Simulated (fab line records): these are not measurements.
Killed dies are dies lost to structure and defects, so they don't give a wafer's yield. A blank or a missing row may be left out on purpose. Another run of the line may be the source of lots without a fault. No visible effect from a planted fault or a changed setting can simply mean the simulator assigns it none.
Chamber matching	flow nandHarc	rieDiel-10 running NHARC_A_CONTACT_ETCH_75: 4 sister chambers
The step etches the open film in CF4, target depth 39 nm, time 65 s. 4 wafers are shown with their chamber, then 8 later ones without.

## WAFERS, EACH WITH ITS CHAMBER
wafer	chamber	showerheadPlenumPTorr (Torr)
L088.2	0	1.66
L088.4	2	1.84
L086.5	1	1.88
L090.1	3	1.81

## WAFERS WHOSE CHAMBER IS MISSING
wafer	showerheadPlenumPTorr (Torr)
L090.4	1.88
L090.6	1.84
L091.1	1.88
L091.2	1.84
L091.3	1.81
L095.2	1.66
L095.5	1.83
L095.6	1.88

## WHICH CHAMBER EACH ONE RAN IN
wafer	from the rows above	in truth
L090.4	1	1
L090.6	2	2
L091.1	1	1
L091.2	2	2
L091.3	3	3
L095.2	0	0
L095.5	2	2
L095.6	1	1
Placed correctly: 8 of 8. Number that these rows cannot place: 0. 0 placed wrongly.
How it was worked out, from the rows above alone: a wafer's distance from a chamber is the root of the sum, over the readings, of the square of ((its reading less the chamber's mean) divided by the reading's scatter). The wafer belongs to the nearest chamber; if the next one is less than 2 further off, it can't be placed. The mean given for a chamber averages the wafers shown for that chamber. The scatter: root of mean squared gap, hidden wafer to nearest shown wafer, with one shown wafer a chamber.
